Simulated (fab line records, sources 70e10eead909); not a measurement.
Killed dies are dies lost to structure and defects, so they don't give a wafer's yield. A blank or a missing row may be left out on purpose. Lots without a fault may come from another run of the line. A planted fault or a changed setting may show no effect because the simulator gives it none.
Chamber matching | flow nand_harc | NHARC_A_CHANNEL_FILL_D2_ALD_16 on ald_hk-02: 4 sister chambers
The step deposits SiO2, target thk 1.5 nm, pulse time 10 s, ald cycles 15. 7 wafers are shown with their chamber, then 9 later ones without.

WAFERS WITH THEIR CHAMBER
wafer  | chamber | heater_power_w (W) | precursor_pulse_height_rel
L075.1 | 2       | 457                | 0.998
L085.6 | 3       | 499                | 0.988
L084.2 | 1       | 461                | 1.001
L084.6 | 3       | 499                | 1.021
L086.1 | 1       | 442                | 0.982
L086.2 | 0       | 439                | 0.990
L086.5 | 0       | 441                | 1.042

WAFERS WITHOUT THEIR CHAMBER
wafer  | heater_power_w (W) | precursor_pulse_height_rel
L087.1 | 437                | 1.009
L087.2 | 460                | 1.014
L087.6 | 443                | 0.997
L091.3 | 512                | 1.000
L091.5 | 454                | 1.030
L091.6 | 453                | 1.021
L092.1 | 461                | 0.996
L092.2 | 496                | 0.969
L092.4 | 446                | 0.995

WHICH CHAMBER EACH WENT THROUGH
wafer  | from the rows above          | in truth
L087.1 | can't be placed: 0 or 1      | 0
L087.2 | can't be placed: 2 or 1 or 0 | 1
L087.6 | can't be placed: 0 or 1 or 2 | 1
L091.3 | 3                            | 3
L091.5 | can't be placed: 2 or 1 or 0 | 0
L091.6 | can't be placed: 2 or 1 or 0 | 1
L092.1 | can't be placed: 2 or 1      | 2
L092.2 | 3                            | 3
L092.4 | can't be placed: 1 or 0 or 2 | 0
Placed correctly: 2 of 9. Can't be placed from these rows: 7 (the true chamber is among the candidates in 7). Placed wrongly: 0.
How it was worked out, from the rows above alone: a wafer's distance from a chamber is the root of the sum, over the readings, of the square of ((its reading less the chamber's mean) divided by the reading's scatter). The wafer belongs to the nearest chamber; if the next one is less than 2 further off, it can't be placed. A chamber's mean is the mean of its shown wafers. The scatter: the root of (the sum of the squares of (reading less its chamber's mean) over the shown wafers, divided by (wafers less chambers)).
